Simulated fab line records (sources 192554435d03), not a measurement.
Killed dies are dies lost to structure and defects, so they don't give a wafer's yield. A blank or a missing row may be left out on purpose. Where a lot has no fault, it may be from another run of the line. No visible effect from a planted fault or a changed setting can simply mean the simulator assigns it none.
fab line records -- flow n5_finfet
[record] lots = 7, wafers = 21, last_day = 17
route steps=1938 shown STI_FIN_REVEAL@187 BEOL_M4@1111 PASSIVATION@1936
lots that met no fault: from a run of the same line without faults
start_h: hours from the record's first day to the start of the lot's first wafer shown -- wait_h: hours since the lot's step before -- " the same as in the row above -- L1.1+2: a single row standing in for several wafers -- - no value present, or no start provided -- * or withheld: withheld -- < > ~ a bound
route shown NAME@n: NAME is a module with steps in the file, n the number in the route of the first one -- usual: the fault-free wafers' mean and standard deviation -- same: alike in all rows -- chamber/n: place in a boat -- sites: the reading at each site -- _std_site: standard deviation across them -- _edge_site: mean of outer sites minus mean of inner sites -- radius_mm: for every site, how far away it sits from the centre of the wafer -- mask NAME#n: copy n -- behind: the last tool/chamber to shape the wafer -- hold: reason for holding the lot/hours on hold/outcome of the hold -- device: the n, p or np transistor that did not switch -- end of line: tests of these same wafers at the route's end -- a step given without rows: its recipe and nothing more -- killed: dies that structure and defects cost at the first sort, which is not the same as the wafer's yield -- map: a wafer's dies, marking killed ones x, the rest . and places with no die _
set.NAME: the setting the step ran with; set.NAME@STEP: the setting that earlier step ran with -- model.NAME: the simulator's own value behind a step, which no gauge read
lots at some steps of the route; a table a step, a row a wafer
services: when a tool's chamber went out of use (start_h, in hours from the record's first day, below 0 if earlier), for how many hours, and the reason
[[steps]]
[step N5_STI_FIN_REVEAL_CMP_04]
[recipe] stop_on = Si3N4, t_overpolish_s = 4, down_force_psi = 2, platen_rpm = 54.18, post_cmp_clean = alkaline_brush, pad_velocity_m_s = 1.078, target_thk_nm = 131.83
[usual] motor_current_A = 8.1/1.2, overpolish_run_s = 4.001/0.0091, pad_life_wafers = 1266/530, slurry_flow_ml_min = 150.0/0.48, time_to_endpoint_s = 106/4.8
lot.wafer,tool,chamber,start_h,wait_h,motor_current_A,overpolish_run_s,pad_life_wafers,slurry_flow_ml_min,time_to_endpoint_s
L141.1,cmp-04,2,40.43,0.1,8.3,4.002,392,149.7,105
L141.5,cmp-04,0,40.43,0.1,7.8,4.001,-,149.9,104
L141.6,cmp-04,1,40.43,0.1,8.0,3.989,-,149.8,103
L149.3,cmp-04,2,90.50,0.0,8.4,3.999,834,149.5,114
L149.2,cmp-04,3,90.50,0.0,7.3,4.012,835,150.4,112
L149.4,cmp-04,1,90.50,0.0,8.0,4.003,837,150.7,113
L151.3,cmp-04,3,104.43,0.1,7.2,3.997,967,150.0,112
L151.4,cmp-04,0,104.43,0.1,7.4,3.997,968,149.8,109
L151.1,cmp-04,1,104.43,0.1,8.2,4.006,969,149.5,112
L152.2,cmp-01,1,108.22,0.1,7.5,4.012,1436,150.2,100
L152.6,cmp-01,3,108.22,0.1,7.2,4.002,-,150.9,106
L152.5,cmp-01,0,108.22,0.1,8.2,3.995,-,149.3,111
L153.2,cmp-01,1,112.31,0.1,7.2,4.000,1471,150.1,101
L153.1,cmp-01,3,112.31,0.1,7.1,4.006,1473,150.5,103
L153.5,cmp-01,1,112.31,0.1,7.8,3.993,-,149.8,102
L154.1,cmp-03,2,120.34,0.0,8.5,3.998,1698,150.2,103
L154.2,cmp-03,3,120.34,0.0,7.1,3.998,1699,150.6,102
L154.4,cmp-03,0,120.34,0.0,7.9,3.990,1700,149.9,99
L161.3,cmp-03,3,159.52,0.1,6.8,4.005,1993,150.0,110
L161.2,cmp-03,0,159.52,0.1,7.7,4.012,1994,150.2,101
L161.6,cmp-03,3,159.52,0.1,6.8,4.001,-,150.0,105
[step N5_STI_FIN_REVEAL_THK_MEAS_05]
[usual] thk_nm = 132.2/1.3
lot.wafer,tool,chamber,start_h,wait_h,thk_nm
L141.1,film_metro-02,-,40.65,-,131.3
L141.5,film_metro-02,-,40.65,-,131.0
L141.6,film_metro-02,-,40.65,-,132.8
L149.2,film_metro-01,-,90.79,-,133.4
L149.3,film_metro-01,-,90.79,-,133.0
L149.4,film_metro-01,-,90.79,-,133.7
L151.1,film_metro-01,-,104.68,-,133.0
L151.3,film_metro-01,-,104.68,-,132.2
L151.4,film_metro-01,-,104.68,-,130.0
L152.2,film_metro-02,-,108.44,-,130.2
L152.5,film_metro-02,-,108.44,-,133.4
L152.6,film_metro-02,-,108.44,-,132.3
L153.1,film_metro-01,-,112.57,-,132.1
L153.2,film_metro-01,-,112.57,-,131.6
L153.5,film_metro-01,-,112.57,-,131.4
L154.1,film_metro-01,-,120.63,-,132.8
L154.2,film_metro-01,-,120.63,-,133.3
L154.4,film_metro-01,-,120.63,-,132.8
L161.2,film_metro-01,-,159.77,-,132.2
L161.3,film_metro-01,-,159.77,-,134.5
L161.6,film_metro-01,-,159.77,-,133.0
[step N5_STI_FIN_REVEAL_DENSIFY_30]
[recipe] temp_c = *, time_s = *, ambient = N2, idle_temp_c = 600, ramp_up_c_per_s = 150, ramp_down_c_per_s = 60, cool_to_c = 600
[usual] lamp_power_pct = 11.54/0.055, lamp_zone_1_pct = 11.529/0.018, wafer_temp_C_max = *
lot.wafer,tool,chamber,start_h,wait_h,lamp_power_pct,lamp_zone_1_pct,wafer_temp_C_max
L141.1,rtp_anneal-02,0,41.00,0.3,11.52,11.510,*
L141.5,rtp_anneal-02,0,41.00,0.3,11.53,11.501,*
L141.6,rtp_anneal-02,0,41.00,0.3,11.53,11.537,*
L149.2,rtp_anneal-02,0,90.85,0.1,11.59,11.542,*
L149.3,rtp_anneal-02,0,90.85,0.1,11.52,11.532,*
L149.4,rtp_anneal-02,0,90.85,0.1,11.54,11.510,*
L151.1,rtp_anneal-02,0,104.71,0.0,11.62,11.527,*
L151.3,rtp_anneal-02,0,104.71,0.0,11.55,11.515,*
L151.4,rtp_anneal-02,0,104.71,0.0,11.55,11.524,*
L152.2,rtp_anneal-01,0,108.63,0.2,11.68,11.492,*
L152.5,rtp_anneal-01,0,108.63,0.2,11.56,11.545,*
L152.6,rtp_anneal-01,0,108.63,0.2,11.53,11.521,*
L153.1,rtp_anneal-02,0,112.59,0.0,11.47,11.526,*
L153.2,rtp_anneal-02,0,112.59,0.0,11.62,11.564,*
L153.5,rtp_anneal-02,0,112.59,0.0,11.56,11.547,*
L154.1,rtp_anneal-01,0,120.79,0.2,11.52,11.536,*
L154.2,rtp_anneal-01,0,120.79,0.2,11.55,11.514,*
L154.4,rtp_anneal-01,0,120.79,0.2,11.49,11.526,*
L161.2,rtp_anneal-01,0,159.83,0.1,11.50,11.517,*
L161.3,rtp_anneal-01,0,159.83,0.1,11.63,11.541,*
L161.6,rtp_anneal-01,0,159.83,0.1,11.63,11.544,*
[step N5_STI_FIN_REVEAL_ETCHBACK_08]
[recipe] chemistry = C4F6/O2, target = SiO2, target_depth_a = 305, time_s = 10.167, ion_energy_ev = 250, pressure_mtorr = 30, source_w = 345, bias_w = 185, Ar_flow_sccm = 300, C4F6_flow_sccm = 10, O2_flow_sccm = 10
[usual] drypump_motor_current_A = 5.6/0.52, oes_product_au = 0.83/0.084, rf_vpp_V = 664/7, showerhead_plenum_p_Torr = 2.86/0.11, throttle_valve_pct = 21.09/0.18
lot.wafer,tool,chamber,start_h,wait_h,drypump_motor_current_A,oes_product_au,rf_hours_counter_h,rf_vpp_V,showerhead_plenum_p_Torr,throttle_valve_pct
L141.1,rie_diel-06,3,41.21,0.2,5.1,0.94,11,680,3.01,21.02
L141.5,rie_diel-06,3,41.21,0.2,5.1,0.95,-,681,3.01,21.00
L141.6,rie_diel-06,1,41.21,0.2,6.7,0.85,-,666,2.75,21.09
L149.2,rie_diel-02,3,91.27,0.4,4.8,0.87,37,664,2.77,21.14
L149.3,rie_diel-02,1,91.27,0.4,5.6,0.89,26,664,2.88,20.77
L149.4,rie_diel-02,2,91.27,0.4,5.7,0.86,46,654,3.00,20.93
L151.1,rie_diel-02,2,105.15,0.4,5.7,0.85,50,654,3.00,20.93
L151.3,rie_diel-02,3,105.15,0.4,4.7,0.87,43,664,2.76,21.16
L151.4,rie_diel-02,1,105.15,0.4,5.6,0.89,32,660,2.88,20.79
L152.2,rie_diel-01,2,108.91,0.2,6.4,0.71,230,661,2.80,21.20
L152.5,rie_diel-01,0,108.91,0.2,6.1,0.73,-,657,2.72,21.39
L152.6,rie_diel-01,1,108.91,0.2,5.3,0.71,-,665,2.83,21.21
L153.1,rie_diel-02,2,113.09,0.5,5.8,0.84,55,655,3.00,20.94
L153.2,rie_diel-02,1,113.09,0.5,5.6,0.88,36,662,2.88,20.78
L153.5,rie_diel-02,0,113.09,0.5,5.8,0.89,-,659,2.92,20.86
L154.1,rie_diel-02,1,121.01,0.2,5.6,0.88,40,661,2.87,20.77
L154.2,rie_diel-02,3,121.01,0.2,4.7,0.85,50,664,2.76,21.16
L154.4,rie_diel-02,0,121.01,0.2,5.9,0.90,20,659,2.92,20.88
L161.2,rie_diel-01,0,160.01,0.2,6.1,0.72,220,657,2.71,21.42
L161.3,rie_diel-01,3,160.01,0.2,5.7,0.87,31,667,2.77,21.12
L161.6,rie_diel-01,1,160.01,0.2,5.3,0.70,-,664,2.82,21.23
[step N5_STI_FIN_REVEAL_STRIP_24]
[recipe] chemistry = N2/H2, time_s = 90, power_w = 100, temp_c = 40, pressure_mtorr = 100, rf_frequency_hz = 6e+07, bias_power_w = 3, n2_flow_sccm = 300, h2_flow_sccm = 300
[usual] bias_power_w = 3.000/0.009, drypump_motor_current_A = 5.6/0.52, oes_product_au = 0.83/0.084, rf_vpp_V = 45.4/0.88, showerhead_plenum_p_Torr = 3.40/0.13, throttle_valve_pct = 12.10/0.25
lot.wafer,tool,chamber,start_h,wait_h,bias_power_w,drypump_motor_current_A,oes_product_au,rf_hours_counter_h,rf_vpp_V,showerhead_plenum_p_Torr,throttle_valve_pct
L141.1,rie_diel-06,3,41.25,0.0,2.999,5.2,0.94,11,46.1,3.56,11.79
L141.5,rie_diel-06,3,41.25,0.0,3.003,5.2,0.94,-,45.0,3.56,11.79
L141.6,rie_diel-06,1,41.25,0.0,3.002,6.7,0.85,-,45.0,3.29,12.18
L149.2,rie_diel-02,3,91.31,0.0,3.002,4.8,0.89,37,46.4,3.29,12.04
L149.3,rie_diel-02,1,91.31,0.0,3.018,5.6,0.90,26,46.5,3.44,11.74
L149.4,rie_diel-02,2,91.31,0.0,2.999,5.8,0.85,46,45.2,3.59,11.99
L151.1,rie_diel-02,2,105.19,0.0,3.003,5.8,0.84,50,46.6,3.58,11.96
L151.3,rie_diel-02,3,105.19,0.0,3.012,4.7,0.87,43,43.9,3.29,12.06
L151.4,rie_diel-02,1,105.19,0.0,2.993,5.6,0.89,32,45.4,3.44,11.74
L152.2,rie_diel-01,2,108.94,0.0,2.996,6.4,0.72,230,46.7,3.32,12.39
L152.5,rie_diel-01,0,108.94,0.0,2.996,6.1,0.74,-,46.9,3.22,12.42
L152.6,rie_diel-01,1,108.94,0.0,2.995,5.3,0.72,-,45.6,3.37,12.41
L153.1,rie_diel-02,2,113.13,0.0,3.006,5.8,0.84,55,46.8,3.58,11.99
L153.2,rie_diel-02,1,113.13,0.0,3.000,5.6,0.88,36,46.6,3.44,11.76
L153.5,rie_diel-02,0,113.13,0.0,2.991,5.8,0.90,-,46.2,3.47,11.79
L154.1,rie_diel-02,1,121.04,0.0,3.009,5.6,0.86,40,45.1,3.43,11.78
L154.2,rie_diel-02,3,121.04,0.0,3.006,4.8,0.86,50,45.4,3.28,12.08
L154.4,rie_diel-02,0,121.04,0.0,2.988,5.8,0.89,20,45.9,3.47,11.83
L161.2,rie_diel-01,0,160.05,0.0,2.993,6.1,0.71,220,44.7,3.21,12.49
L161.3,rie_diel-01,3,160.05,0.0,3.016,5.7,0.84,31,45.4,3.30,12.05
L161.6,rie_diel-01,1,160.05,0.0,2.997,5.3,0.70,-,44.3,3.36,12.46
[step N5_STI_FIN_REVEAL_PRECLEAN_25]
[recipe] chemistry = SPM, time_s = 90, temp_c = 120, mix = 4:1
[step N5_STI_FIN_REVEAL_PRECLEAN_26]
[recipe] chemistry = SC1, time_s = 45, temp_c = 46, mix = 1:2:100
[step N5_STI_FIN_REVEAL_PRECLEAN_29]
[recipe] chemistry = DHF, time_s = 30, temp_c = 25, dilution = 300:1
[step N5_STI_FIN_REVEAL_SRD_12]
[recipe] time_s = 30, temp_c = 23, rinse_liquid = diw, dry = ipa_marangoni
[step N5_STI_FIN_REVEAL_RECESS_09]
[recipe] chemistry = HF/NH3, target = SiO2, afs_cycles = 11, target_depth_a = 425, temp_c = 30, sublimation_temp_c = 180, sublimation_time_s = 60
[step N5_STI_FIN_REVEAL_STRIP_16]
[recipe] chemistry = H3PO4, material = SiNx, temp_c = 165, target_depth_a = 238, overetch_fraction = 0.4964, dry = ipa_marangoni
[step N5_STI_FIN_REVEAL_PRECLEAN_17]
[recipe] chemistry = NF3:NH3, afs_cycles = 1, temp_c = 30, time_s = 20, sublimation_temp_c = 180, sublimation_time_s = 60, pressure_torr = 3, rf_power_w = 30
[step N5_STI_FIN_REVEAL_ETCH_34]
[recipe] chemistry = H2, mode = isotropic, material = Si, target = Si, target_depth_a = 9.7, temp_c = 20, pressure_mtorr = 4.5, icp_w = 300, bias_w = 0, h2_flow_sccm = 7.5, he_flow_sccm = 142.5
[usual] drypump_motor_current_A = 5.8/0.36, oes_product_au = 0.990/0.021, throttle_valve_pct = 25.8/0.48
lot.wafer,tool,chamber,start_h,wait_h,drypump_motor_current_A,oes_product_au,rf_hours_counter_h,throttle_valve_pct,model.etch.depth_nm
L141.1,rie_si-03,1,43.56,0.2,5.8,0.987,3,26.0,0.9713
L141.5,rie_si-03,3,43.56,0.2,5.6,0.953,-,25.6,0.9669
L141.6,rie_si-03,0,43.56,0.2,5.7,1.004,-,25.0,0.9745
L149.2,rie_si-03,1,94.23,0.1,5.8,0.973,4,26.0,0.951
L149.3,rie_si-03,3,94.23,0.1,5.7,0.956,59,25.6,0.9505
L149.4,rie_si-03,2,94.23,0.1,6.2,0.958,186,26.6,0.9487
L151.1,rie_si-03,1,107.67,0.3,5.8,0.877,4,26.0,0.8026
L151.3,rie_si-03,3,107.67,0.3,5.7,0.953,60,25.6,0.9556
L151.4,rie_si-03,2,107.67,0.3,6.2,0.957,186,26.6,0.96
L152.2,rie_si-03,0,111.43,0.3,5.7,1.004,100,25.0,0.9822
L152.5,rie_si-03,2,111.43,0.3,6.2,0.968,-,26.6,0.9701
L152.6,rie_si-03,1,111.43,0.3,5.8,0.888,-,26.0,0.8135
L153.1,rie_si-03,2,115.43,0.2,6.2,0.866,186,26.6,0.8032
L153.2,rie_si-03,0,115.43,0.2,5.7,1.010,100,25.0,0.9722
L153.5,rie_si-03,1,115.43,0.2,5.8,0.976,-,26.0,0.9576
L154.1,rie_si-04,1,123.53,0.3,6.3,1.008,37,25.9,0.9837
L154.2,rie_si-04,3,123.53,0.3,6.3,1.013,117,25.8,0.9714
L154.4,rie_si-04,0,123.53,0.3,5.9,1.001,30,26.0,0.976
L161.2,rie_si-02,3,162.36,0.1,5.5,0.991,118,25.3,0.9577
L161.3,rie_si-02,2,162.36,0.1,5.7,0.992,70,25.5,0.9722
L161.6,rie_si-02,1,162.36,0.1,5.2,0.989,-,25.9,0.9552
[step N5_STI_FIN_REVEAL_OXIDATION_31]
[recipe] chemistry = O2_PLASMA_REMOTE, temp_c = 150, time_s = 20, pressure_mtorr = 1000, source_power_w = 2000, o2_flow_sccm = 3000
[usual] drypump_motor_current_A = 5.6/0.51, heater_power_w = 132/4.3
lot.wafer,tool,chamber,start_h,wait_h,drypump_motor_current_A,heater_power_w,rf_hours_counter_h
L141.1,plasma_asher-02,0,43.62,0.0,6.4,131,81
L141.5,plasma_asher-02,1,43.62,0.0,5.4,129,-
L141.6,plasma_asher-02,0,43.62,0.0,6.3,133,-
L149.2,plasma_asher-02,0,94.30,0.0,6.4,133,90
L149.3,plasma_asher-02,1,94.30,0.0,5.5,132,-
L149.4,plasma_asher-02,0,94.30,0.0,6.4,131,-
L151.1,plasma_asher-01,1,107.74,0.0,5.5,131,45
L151.3,plasma_asher-01,1,107.74,0.0,5.6,134,-
L151.4,plasma_asher-01,0,107.74,0.0,5.0,140,-
L152.2,plasma_asher-02,1,111.49,0.0,5.5,126,94
L152.5,plasma_asher-02,0,111.49,0.0,6.4,132,-
L152.6,plasma_asher-02,1,111.49,0.0,5.5,126,-
L153.1,plasma_asher-02,0,115.49,0.0,6.4,134,95
L153.2,plasma_asher-02,1,115.49,0.0,5.5,133,95
L153.5,plasma_asher-02,0,115.49,0.0,6.4,134,-
L154.1,plasma_asher-02,1,123.59,0.0,5.5,128,97
L154.2,plasma_asher-02,0,123.59,0.0,6.4,131,97
L154.4,plasma_asher-02,0,123.59,0.0,6.4,132,-
L161.2,plasma_asher-01,0,162.42,0.0,5.0,141,56
L161.3,plasma_asher-01,1,162.42,0.0,5.6,133,-
L161.6,plasma_asher-01,1,162.42,0.0,5.6,131,-
[step N5_BEOL_M4_RC_MEAS_101]
[usual] DIBL_N = 36.1/1.5, DIBL_P = 36.1/1.9, IOFF_N = 0.159/0.029, IOFF_P = 0.21/0.038, ION_N = 675/11, ION_P = 464/8.1, SS_N = 71.5/0.57, SS_P = 73.3/0.64, VT_N = 249/3.1, VT_P = -250/3.8
lot.wafer,tool,chamber,start_h,wait_h,DIBL_N[mV/V],DIBL_P[mV/V],IOFF_N[nA/um],IOFF_P[nA/um],ION_N[uA/um],ION_P[uA/um],SS_N[mV/dec],SS_P[mV/dec],VT_N[mV],VT_P[mV]
L141.1,prober-01,0,174.19,0.0,35.8,35.8,0.143,0.20,676,465,71.2,73.3,251,-251
L141.5,prober-01,0,174.19,0.0,37.5,36.9,0.170,0.21,684,459,71.5,73.2,248,-253
L141.6,prober-01,0,174.19,0.0,38.0,36.7,0.179,0.21,668,460,72.0,73.5,248,-250
L149.2,prober-02,0,221.04,0.2,36.2,35.2,0.136,0.21,667,465,71.3,73.1,251,-249
L149.3,prober-02,0,221.04,0.2,38.5,38.5,0.194,0.27,688,475,72.3,74.2,245,-245
L149.4,prober-02,0,221.04,0.2,38.9,38.6,0.195,0.27,682,472,71.8,74.2,244,-243
L151.1,prober-01,0,226.72,0.0,37.0,36.9,0.190,0.29,688,475,71.6,73.8,246,-243
L151.3,prober-01,0,226.72,0.0,38.9,38.2,0.232,0.31,695,477,72.1,74.8,242,-240
L151.4,prober-01,0,226.72,0.0,37.5,37.0,0.194,0.28,686,480,72.1,74.1,246,-243
L152.2,prober-01,0,245.64,0.2,36.0,35.0,0.134,0.17,667,457,71.6,72.7,253,-252
L152.5,prober-01,0,245.64,0.2,32.2,31.4,0.091,0.13,653,449,69.2,71.7,256,-255
L152.6,prober-01,0,245.64,0.2,36.2,36.1,0.158,0.20,681,457,71.2,73.3,249,-251
L153.1,prober-01,0,248.35,0.0,38.5,39.5,0.212,0.27,696,472,72.3,73.7,244,-245
L153.2,prober-01,0,248.35,0.0,36.1,36.4,0.141,0.20,680,464,71.0,73.5,252,-250
L153.5,prober-01,0,248.35,0.0,34.4,34.9,0.118,0.18,662,458,71.3,73.1,254,-251
L154.1,prober-02,0,249.11,0.3,34.2,33.0,0.137,0.16,675,455,70.6,73.3,249,-255
L154.2,prober-02,0,249.11,0.3,38.1,37.4,0.207,0.22,685,458,71.4,73.5,244,-252
L154.4,prober-02,0,249.11,0.3,34.7,33.6,0.149,0.17,678,456,70.5,73.0,248,-256
L161.2,prober-02,0,300.79,0.2,36.5,37.5,0.160,0.21,679,460,71.0,74.1,250,-253
L161.3,prober-02,0,300.79,0.2,36.1,37.1,0.158,0.20,669,453,71.5,73.8,250,-253
L161.6,prober-02,0,300.79,0.2,34.9,36.2,0.147,0.19,671,456,71.0,73.5,249,-254
[step N5_PASSIVATION_PROBE_49]
[usual] defect_limited_yield = 91.5/1.6, killed_at_M0_to_M3 = 33/10, killed_at_M4_up = 13/5.6, killed_at_contacts = 13/6, killed_at_front_end = 39/12, killed_at_other = 3.0/2.8, killed_dies = 101/19, killed_open = 65/13, killed_short = 32/8.3, sort_bin_5_function = 5.0/1, sort_bin_6_memory = 3.1/0.69, sort_n_pass = 1079/19, sort_yield_pct = 91.5/1.6
[same] gross_dies = 1180, killed_at_back_side = 0, sort_bin_4_leakage[%] = 0, sort_bin_8_speed[%] = 0
lot.wafer,tool,chamber,start_h,wait_h,defect_limited_yield[%],killed_at_M0_to_M3,killed_at_M4_up,killed_at_contacts,killed_at_front_end,killed_at_other,killed_dies,killed_open,killed_short,sort_bin_5_function[%],sort_bin_6_memory[%],sort_n_pass,sort_yield_pct[%]
L141.1,prober-01,-,273.69,0.4,91.5,22,13,11,53,1,100,76,22,4.8,3.2,1080,91.5
L141.5,prober-01,-,273.89,0.6,89.4,53,27,3,42,0,125,76,43,6.3,3.9,1055,89.4
L141.6,prober-01,-,273.94,0.6,89.2,50,22,8,47,1,128,79,47,6.6,3.9,1052,89.2
L149.2,prober-02,-,323.66,0.1,86.9,66,23,15,47,4,155,89,62,7.2,5.0,1025,86.9
// killed by level:class
L141.1 STI_FIN_REVEAL:geometric_particle:open=31 MOL_CONTACT_COAG:geometric_particle:open=11 DUMMY_GATE:geometric_particle:open=9 BEOL_M1:geometric_particle:open=5 BEOL_M4:geometric_particle:open=5 BEOL_M0_SAQP:geometric_particle:open=4 FIN_SAQP:geometric_particle:short=3 STI_FIN_REVEAL:geometric_particle:short=3
L141.5 DUMMY_GATE:geometric_particle:open=16 BEOL_M4:geometric_particle:short=11 BEOL_M0_SAQP:geometric_particle:open=10 BEOL_M2:geometric_particle:open=10 BEOL_M0_SAQP:geometric_particle:short=9 BEOL_M2:geometric_particle:short=7 BEOL_M3:geometric_particle:open=6 STI_FIN_REVEAL:geometric_particle:open=5
L141.6 BEOL_M4:geometric_particle:open=15 STI_FIN_REVEAL:geometric_particle:open=14 FIN_SAQP:geometric_particle:short=10 FIN_SAQP:geometric_particle:open=8 BEOL_M0_SAQP:geometric_particle:open=8 BEOL_M3:geometric_particle:short=8 MOL_CONTACT_COAG:geometric_particle:open=7 BEOL_M0_SAQP:geometric_particle:short=7
L149.2 BEOL_M0_SAQP:geometric_particle:short=20 FIN_SAQP:geometric_particle:short=19 BEOL_M0_SAQP:geometric_particle:open=19 MOL_CONTACT_COAG:geometric_particle:open=15 BEOL_M4:geometric_particle:open=14 FIN_SAQP:geometric_particle:open=13 BEOL_M3:geometric_particle:open=7 DUMMY_GATE:geometric_particle:open=5
[[services]]
tool,chamber,start_h,hours,kind
rie_si-02,-,17.35,0.1,repair
cmp-04,-,19.50,0.2,repair
rtp_anneal-01,-,23.89,57.7,pm
cmp-03,-,25.90,21.7,repair
rie_si-02,-,32.88,2.8,pm
plasma_asher-01,-,36.01,2.2,repair
rie_diel-01,0,40.40,11.1,repair
rie_diel-01,3,59.68,14.2,repair
cmp-03,-,60.99,8.4,pm
rie_diel-01,-,68.27,2.8,pm
rie_diel-02,1,68.50,2.2,repair
rie_diel-06,0,68.51,6.8,repair
rie_diel-06,2,83.58,4.7,repair
rie_diel-02,2,92.12,3.4,repair
rie_diel-06,-,104.51,28.1,pm
cmp-03,-,105.88,3.7,pm
cmp-04,-,114.69,1.4,repair
cmp-04,-,122.01,12.8,pm
cmp-03,-,133.43,6.7,pm
plasma_asher-02,-,134.73,1.1,repair
cmp-04,-,136.94,7.0,pm
rie_diel-02,0,145.20,4.2,repair
rie_si-03,-,159.61,0.3,repair
cmp-01,-,160.58,1.5,repair
[[key]]
[first_sign] step = N5_STI_FIN_REVEAL_ETCH_34, reading = oes_product_au, direction = down, sigmas = 5.4, usual = 0.990, struck = 0.877
effect none on later readings
[model_effect] step = N5_STI_FIN_REVEAL_ETCH_34, value = etch.depth_nm, without = 0.963, struck = 0.8064
met_at N5_STI_FIN_REVEAL_ETCH_34
struck_wafers L151.1,L152.6,L153.1
[baseline_loss] step = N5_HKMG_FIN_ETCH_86, wafers = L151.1
onset_between 94.23 107.67
[fault] kind = process_parameter_drift, tool = rie_si-03, chamber = -, onset_h = 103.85, steps = N5_STI_FIN_REVEAL_ETCH_34, channel = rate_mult, offset = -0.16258, shape = step, end_h = 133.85, scope = struck_wafers_only
// baseline_loss: these wafers lose ten dies or more at that step, a loss of the line's own and not of a fault; the sort's usual values leave them out
